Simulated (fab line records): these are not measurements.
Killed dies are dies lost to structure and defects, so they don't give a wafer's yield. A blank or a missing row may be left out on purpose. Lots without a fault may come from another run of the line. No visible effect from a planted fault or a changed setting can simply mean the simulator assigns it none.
A lot that was struck, set against a sound lot / flow n5 finfet / 18 steps out of a route of 1938
Sound: wafers L369.2, L369.3, L369.5. Struck: wafer L380.1; the same lot's L380.3 was not struck, so it is left out; see the end for the cause.
Each step with rows lists, per side, the tool, then ch with its chambers, then its first start. Under that, the readings that differ: sound wafers / struck wafers / difference of the means / sigmas: that difference in standard deviations of wafers without a fault.
alike: a reading whose means differ by less than 2 such deviations, as well as words and numbers matching on both sides. not compared: withheld readings; readings where some wafer has no value; bounds like >300 that might hide an equal value; numbers whose values overlap and for which the record gives no deviation.
Wherever a step has rows on one side only, a row that says differs or no value, or a row with sigmas, the two part there. When numbers do not overlap yet have no deviation, they are printed without sigmas and do not part them. A reading that every wafer of one side lacks parts them only if that side has two wafers or more.

first, 1 step without rows for these wafers: N5_SD_EPI_N_DEVELOP_08 (develop time 30 s).
N5_SD_EPI_N_CD_MEAS_09: target cd 120 nm.
  sound on cd sem-01 ch 0, day 4 06:28; struck on cd sem-02 ch 0, day 6 23:16
  alike: cd nm
N5_SD_EPI_N_OVL_MEAS_10:
  sound on overlay-02 ch 0, day 4 06:30; struck on overlay-01 ch 0, day 6 23:17
  alike: SD_N_BLK_OVL
N5_SD_EPI_N_INSPECT_11: inspects for defects (macro).
  sound on defect inspect-02 at day 4 06:32; struck on defect inspect-02 at day 6 23:19
  alike: raw defect count
then, 1 step without rows for these wafers: N5_SD_EPI_N_DESCUM_14 (chemistry O2, time 7.9 s).
N5_SD_EPI_N_ETCH_34: etches SiARC in CF4, target depth 45.5 nm, time 75.8 s.
  sound on rie diel-04 ch 0,2,3, day 4 06:36; struck on rie diel-02 ch 2, day 6 23:23
  alike: drypump motor current A, etch rf on time s, oes product au, rf vpp V, showerhead plenum p Torr, throttle valve pct
  not compared: rf hours counter h
N5_SD_EPI_N_ETCH_35: etches SOC in N2/H2, overetch 108 nm, time 486 s.
  sound on rie diel-04 ch 0,2,3, day 4 06:39; struck on rie diel-02 ch 2, day 6 23:26
  alike: drypump motor current A, oes product au, rf vpp V, showerhead plenum p Torr, throttle valve pct
  not compared: rf hours counter h
then, 1 step without rows for these wafers: N5_SD_EPI_N_STRIP_36 (strips in N2/H2).
N5_SD_EPI_N_ETCHBACK_44: etches SiNx in CH3F/O2, stops on SiO2, target depth 14.5 nm.
  sound on rie diel-04 ch 0,2,3, day 4 06:59; struck on rie diel-02 ch 2, day 6 23:46
  alike: drypump motor current A, oes product au, rf vpp V, showerhead plenum p Torr, throttle valve pct
  not compared: rf hours counter h
then, 1 step without rows for these wafers: N5_SD_EPI_N_ETCH_45 (etches SiOCN in CH3F/O2, target depth 6 nm).
N5_SD_EPI_N_ETCH_16: etches SiO2 in CHF3/O2, target depth 5 nm.
  sound on rie diel-04 ch 0,2,3, day 4 07:11; struck on rie diel-02 ch 2, day 6 23:58
  alike: drypump motor current A, oes product au, rf vpp V, showerhead plenum p Torr, throttle valve pct
  not compared: rf hours counter h
then, 1 step without rows for these wafers: N5_SD_EPI_N_STRIP_47 (strips in CHF3/O2).
N5_SD_EPI_N_SD_RECESS_17: chemistry HBr/Cl2/O2, target depth 41 nm, time 23.7 s, bt time 3 s.
  sound on rie si-02 ch 0,2,3, day 4 07:15; struck on rie si-02 ch 3, day 7 00:02
reading=model.etch.depth nm (nm); sound=41.37 40.32 40; struck=37.66; difference=-2.90; sigmas=
reading=model.SD_EPI_N.feature depth nm (nm); sound=41.4 40.4 40; struck=37.6; difference=-3.0; sigmas=
reading=model.Si_of_WELL_APT_EPI_41.thk nm (nm); sound=8 9.8 10.2; struck=12.4; difference=+3.1; sigmas=
  alike: drypump motor current A, oes product au, throttle valve pct
  not compared: rf hours counter h
N5_SD_EPI_N_STRIP_38: strips in N2/H2.
  sound on plasma asher-01 ch 1, day 4 07:20; struck on plasma asher-02 ch 0, day 7 00:08
  alike: drypump motor current A, heater power w, oes product au
  not compared: rf hours counter h
then, 1 step without rows for these wafers: N5_SD_EPI_N_WET_ETCH_43 (etches SiO2 in dHF, time 14 s, target depth 1.5 nm).
N5_SD_EPI_N_STRIP_18: strips in SPM, time 750 s.
  sound on wet bench-06 ch 1,2,6, day 4 07:26; struck on wet bench-06 ch 5, day 7 00:16
reading=model.Si_of_WELL_APT_EPI_41.thk nm (nm); sound=7.6 9.4 9.8; struck=12; difference=+3; sigmas=
then, 1 step without rows for these wafers: N5_SD_EPI_N_SRD_20 (time 30 s).
N5_PASSIVATION_PROBE_49:
  rows exist in the record for the sound wafers here (prober-02, day 13 04:41), none for the struck ones

## WHERE THEY PART
Within this record, at N5_PASSIVATION_PROBE_49 only.

WHY: what the simulator had put in
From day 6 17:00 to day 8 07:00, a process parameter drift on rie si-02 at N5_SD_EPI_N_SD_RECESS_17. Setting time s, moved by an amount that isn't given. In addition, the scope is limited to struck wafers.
